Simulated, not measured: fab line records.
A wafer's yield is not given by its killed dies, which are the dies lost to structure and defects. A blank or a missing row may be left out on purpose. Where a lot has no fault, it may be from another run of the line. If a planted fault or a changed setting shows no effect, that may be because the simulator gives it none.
3 desks looking at one fault    flow n5Finfet    what lay behind the numbers comes last; until then each desk has only its own
Where a reading is given only as a bound, like >300, the bound stands for it, and a mean or a difference that rests on one is marked > or <: the true number lies beyond.

## METROLOGY DESK
Lot by lot, what the gauges showed, no matter which tool ran the lot: averages of those sampled wafers that carry a number. The brackets show how far a lot's mean lies from the usual mean; more than 4 standard deviations puts the lot out of limits, marked OUT. Shown here are 7 of its 10 readings, the ones lying furthest out on some lot.
Columns: A = IOFF_P at N5_BEOL_M4_RC_MEAS_101, usual 0.23 nA/um; B = ION_N at N5_BEOL_M4_RC_MEAS_101, usual 680 uA/um; C = ION_P at N5_BEOL_M4_RC_MEAS_101, usual 466 uA/um; D = SS_N at N5_BEOL_M4_RC_MEAS_101, usual 71.7 mV/dec; E = SS_P at N5_BEOL_M4_RC_MEAS_101, usual 73.5 mV/dec; F = VT_N at N5_BEOL_M4_RC_MEAS_101, usual 248 mV; G = VT_P at N5_BEOL_M4_RC_MEAS_101, usual -249 mV
lot   first seen here  A     B    C    D     E     F    G
L723  day 8 01:04      0.30  701  478  72.1  74.0  243  -243
L722  day 8 09:34      0.20  677  458  71.1  73.5  250  -253
L728  day 9 11:29      0.22  671  464  72.2  73.4  248  -248
L734  day 11 07:29     0.21  680  462  71.5  73.4  249  -250
L737  day 11 15:13     0.17  672  452  71.8  73.0  251  -254
L742  day 13 03:29     0.25  692  466  72.7  73.8  247  -250
L741  day 13 05:25     0.28  690  473  72.2  74.4  247  -244
L743  day 13 10:34     0.21  676  465  71.2  73.3  251  -252
L744  day 13 11:31     0.29  694  480  72.2  74.2  242  -242
This desk's verdict: no lot among the 9 shows anything out of limits.

## FOR THE TOOL OWNER'S DESK: pecvd-02
The tool's own readings at N5_BEOL_M0_SAQP_PECVD_00 (deposits SiCN from 3MS/NH3, target thk 8 nm, time 14 s): means of the sampled wafers that have a number, for each lot that ran on this tool. The brackets show how far a lot's mean lies from the usual mean; more than 4 standard deviations puts the lot out of limits, marked OUT.
Columns: A = showerheadPlenumPTorr at N5_BEOL_M0_SAQP_PECVD_00, usual 3.667 Torr; B = throttleValvePct at N5_BEOL_M0_SAQP_PECVD_00, usual 9.2 %
lot   first seen here  A      B
L728  day 7 04:26      3.685  9.4
L741  day 10 18:38     3.679  9.5
L742  day 10 18:56     3.683  9.5
L744  day 11 09:35     3.671  9.4
This desk's verdict: no lot among the 4 shows anything out of limits.

## THE DEFECT DESK
For each lot, the counts of the inspections along the route, averaged over the sampled wafers that have a number. The brackets show how far a lot's mean lies from the usual mean; more than 4 standard deviations puts the lot out of limits, marked OUT.
Columns: A = rawDefectCount at N5_BEOL_M0_SAQP_INSPECT_16, usual 513; B = rawDefectCount at N5_BEOL_M0_SAQP_INSPECT_42, usual 320; C = rawDefectCount at N5_BEOL_M0_CUTY_INSPECT_59, usual 2.2
lot   first seen here  A    B    C
L722  day 5 17:58      587  313  3.0
L723  day 5 22:50      818  328  3.0
L728  day 7 06:31      608  540  >101 (>+70) OUT
L734  day 8 15:47      553  234  0.7
L737  day 9 11:40      289  269  3.7
L741  day 10 20:12     818  439  1.7
L742  day 10 20:28     640  535  3.3
L743  day 11 02:25     471  303  2.3
L744  day 11 10:45     732  272  2.5
This desk's verdict: out of limits on L728, starting with L728 at day 7 13:16 (rawDefectCount at N5_BEOL_M0_CUTY_INSPECT_59). In limits: L722, L723, L734, L737, L741, L742, L743, L744.

## PUT TOGETHER
The defect desk could have raised an alarm at day 7 13:16, on L728.
The metrology desk saw nothing out of limits.
The tool owner's desk saw nothing out of limits.
The metrology desk has L728 on record, within its limits.
The tool owner's desk has L728 on record, within its limits.
On pecvd-02, each named lot ran N5_BEOL_M0_SAQP_PECVD_00.

## WHAT THE SIMULATOR HAD PUT IN
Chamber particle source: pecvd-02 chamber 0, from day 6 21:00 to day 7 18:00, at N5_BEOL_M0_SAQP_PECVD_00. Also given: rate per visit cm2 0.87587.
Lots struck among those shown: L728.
Hours from the fault's start to each desk's first reading out of limits: the defect desk, 16.
